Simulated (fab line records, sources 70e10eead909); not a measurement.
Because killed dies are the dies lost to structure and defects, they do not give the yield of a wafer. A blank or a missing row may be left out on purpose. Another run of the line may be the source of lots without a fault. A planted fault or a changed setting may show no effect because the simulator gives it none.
What tool caused it? || flow nandHarc || 24 lots, 72 wafers sampled, at 1 step of a route of 1302

WHAT THE GAUGES READ, wafer by wafer
NHARC_P_M1_INSPECT_27.
{"lot": "L074", "measured": "day 6 10:19", "on": "defectInspect-02", "rawDefectCount": "306 298 239"}
{"lot": "L075", "measured": "day 6 15:55", "on": "defectInspect-01", "rawDefectCount": "224 129 267"}
{"lot": "L076", "measured": "day 7 07:34", "on": "defectInspect-02", "rawDefectCount": "230 277 261"}
{"lot": "L077", "measured": "day 7 17:08", "on": "defectInspect-02", "rawDefectCount": "374 747 602"}
{"lot": "L078", "measured": "day 8 02:22", "on": "defectInspect-01", "rawDefectCount": "388 576 366"}
{"lot": "L079", "measured": "day 8 09:17", "on": "defectInspect-02", "rawDefectCount": "498 504 310"}
{"lot": "L080", "measured": "day 8 20:59", "on": "defectInspect-01", "rawDefectCount": "219 208 289"}
{"lot": "L081", "measured": "day 9 13:06", "on": "defectInspect-01", "rawDefectCount": "201 248 198"}
{"lot": "L082", "measured": "day 9 13:23", "on": "defectInspect-01", "rawDefectCount": "270 392 175"}
{"lot": "L083", "measured": "day 10 01:47", "on": "defectInspect-02", "rawDefectCount": "185 163 257"}
{"lot": "L084", "measured": "day 10 07:58", "on": "defectInspect-01", "rawDefectCount": "234 193 182"}
{"lot": "L085", "measured": "day 11 02:09", "on": "defectInspect-02", "rawDefectCount": "153 184 171"}
{"lot": "L086", "measured": "day 11 03:06", "on": "defectInspect-02", "rawDefectCount": "226 222 247"}
{"lot": "L087", "measured": "day 11 21:14", "on": "defectInspect-01", "rawDefectCount": "580 204 291"}
{"lot": "L089", "measured": "day 12 11:41", "on": "defectInspect-02", "rawDefectCount": "428 375 370"}
{"lot": "L088", "measured": "day 12 12:13", "on": "defectInspect-01", "rawDefectCount": "376 348 331"}
{"lot": "L090", "measured": "day 13 03:53", "on": "defectInspect-01", "rawDefectCount": "257 316 151"}
{"lot": "L091", "measured": "day 13 09:07", "on": "defectInspect-02", "rawDefectCount": "347 225 236"}
{"lot": "L092", "measured": "day 13 16:02", "on": "defectInspect-02", "rawDefectCount": "307 395 479"}
{"lot": "L093", "measured": "day 14 10:45", "on": "defectInspect-02", "rawDefectCount": "428 450 314"}
{"lot": "L094", "measured": "day 14 15:28", "on": "defectInspect-01", "rawDefectCount": "211 329 296"}
{"lot": "L095", "measured": "day 14 23:34", "on": "defectInspect-01", "rawDefectCount": "388 391 403"}
{"lot": "L096", "measured": "day 15 13:16", "on": "defectInspect-02", "rawDefectCount": "282 287 220"}
{"lot": "L097", "measured": "day 16 07:11", "on": "defectInspect-01", "rawDefectCount": "178 128 198"}

EACH LOT AND THE TOOL THAT RAN IT (in order: tool; ch and the chambers of the sampled wafers; start)
No process step before these readings appears in the record.

AS READ BY THE TOOLS THEMSELVES (means over the sampled wafers that have a number; for cases with no such wafer, the mark the record gives instead)
The record holds no such reading with a usual standard deviation.

THE ANSWER, worked out from the rows above alone
Rule: the lots themselves supply what counts as usual. Put in order of their means at a reading, lots are off if they are a third of the lots or fewer, leave a main group of 4 or more, and stand apart from it by a gap of 3 or more times the standard deviation of the main group's means; of several such gaps the widest counts. The tables above print the reading to a certain number of digits; a main group whose means all agree to those digits is not used. Also off: a lot with no number at a reading for which 4 or more lots have one. Any other lot the step has rows for is counted as sound. After the gauges, taken in route order, come the tools' own readings; for these a lot's mean is taken, as printed above. The first step at which some lot is off is used, and at that step the reading that is off furthest; a lot without a number counts as furthest.
None of the lots is off at any reading shown; this tells nothing.

WHAT THE SIMULATOR PUT IN
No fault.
